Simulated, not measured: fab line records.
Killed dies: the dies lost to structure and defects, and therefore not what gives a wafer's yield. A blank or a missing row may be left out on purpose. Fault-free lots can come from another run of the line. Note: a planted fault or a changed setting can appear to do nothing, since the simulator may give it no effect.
Lot-split experiment ; flow n5 finfet ; route with 1938 steps; 7 lots, 21 wafers read

ABOUT THE SPLIT
At N5_BEOL_M4_COAT_62 (time 60 s, resist thk 12 nm), the setting spin rpm was moved away from the recipe's 1500 rpm on 6 of the 21 wafers read, by -11.0% to +6.9%. For the rest of the wafers, this setting stayed at what the recipe calls for.

FROM THE SPLIT TO THE READING: what the file shows between them, 4 steps
- N5_BEOL_M4_COAT_73: time 60 s, resist thk 5 nm
- N5_BEOL_M4_COAT_05: resist thk 30 nm
- N5_BEOL_M4_DESCUM_16: chemistry O2, time 7 s
- N5_BEOL_M4_ETCH_74: etches underlayer in N2/H2, target depth 6.5 nm, time 5.2 s

THE READING
etch.depth nm (the simulator's own value, which no gauge read), in nm, at N5_BEOL_M4_ETCH_63 (etches SiARC in CF4, target depth 15.6 nm, time 26 s). No usual value for it is given in the file. Average 12.03 nm, standard deviation 0.04 nm, over the 15 wafers here run with the recipe.

wafer;tool, chamber at the split;spin rpm as run, rpm;against the recipe;etch.depth nm, nm;against lot-mates on the recipe
L074.1;litho track-03, 0;1335;-11.0%;12.76;+0.72
L074.4;litho track-03, 0;1500;recipe;12.02;-
L074.5;litho track-03, 0;1500;recipe;12.05;-
L077.2;litho track-03, 0;1500;recipe;12.04;-
L077.3;litho track-03, 0;1500;recipe;12;-
L077.4;litho track-03, 0;1500;recipe;12.06;-
L084.1;litho track-03, 0;1500;recipe;12.06;-
L084.2;litho track-03, 0;1435;-4.3%;12.35;+0.29
L084.5;litho track-03, 0;1435;-4.3%;12.33;+0.27
L085.1;litho track-05, 0;1500;recipe;12.05;-
L085.4;litho track-05, 0;1500;recipe;12.05;-
L085.2;litho track-05, 0;1604;+6.9%;11.63;-0.42
L086.1;litho track-05, 0;1423;-5.1%;12.29;+0.32
L086.3;litho track-05, 0;1500;recipe;11.97;-
L086.6;litho track-05, 0;1423;-5.1%;12.3;+0.33
L087.1;litho track-04, 0;1500;recipe;12;-
L087.2;litho track-04, 0;1500;recipe;11.97;-
L087.5;litho track-04, 0;1500;recipe;11.97;-
L093.3;litho track-03, 0;1500;recipe;12.1;-
L093.4;litho track-03, 0;1500;recipe;12.07;-
L093.6;litho track-03, 0;1500;recipe;12.07;-

THE FIT
A straight line over all 21 wafers: etch.depth nm changes by -0.0622 nm for each +1% of spin rpm; r = -0.98; the points scatter about the line by 0.044 nm.
The same after taking each lot's own level away (the mean of its wafers on the recipe; 21 wafers): -0.064 nm for each +1%; r = -1.00; scatter 0.016 nm.
On that fit, the largest move of spin rpm shifts the reading by 0.7 nm.
The lots' own levels span 11.970 to 12.080 nm, that is 2.8 times the standard deviation above.
Hence the lot-to-lot level has little effect on the slope; both slopes agree.
Check: with one of the wafers moved furthest among these (-11.0%) left out of the fit, the line predicts +0.69 nm for it against its lot-mates. Against them it came out at +0.725 nm.

OTHER SPLITS ON THESE WAFERS
Note: prior to the reading, these wafers also went through further splits. Each is held against what the fit with the lots' levels taken away leaves over:
other split on the same wafers;wafers away from the commonest value;r with etch.depth nm (lot level and that fit taken away)
N5_BEOL_M3_EXPOSE_08 dose mj;8;-0.27
N5_BEOL_M3_COAT_76 spin rpm;9;+0.10
N5_BEOL_M3_COAT_22 spin rpm;6;+0.02
N5_BEOL_M4_ILD_DEP_00 time s;7;-0.37

THE WHOLE CHAIN: every reading that the file lists as answering this split, in the file's order
step;what it does;reading;change (the file's fit);r (the file's)
N5_BEOL_M4_COAT_62;time 60 s, resist thk 12 nm;SiARC_of_BEOL_M4_COAT_62.thk nm (the simulator's own value, which no gauge read);-0.0669 nm for each +1% of the setting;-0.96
N5_BEOL_M4_ETCH_63;etches SiARC in CF4, target depth 15.6 nm, time 26 s;etch.depth nm (the simulator's own value, which no gauge read);-0.0645 nm for each +1% of the setting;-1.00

THE FILE'S OWN FIT
etch.depth nm changes by -0.0645 nm for each +1% of spin rpm, r = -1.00.
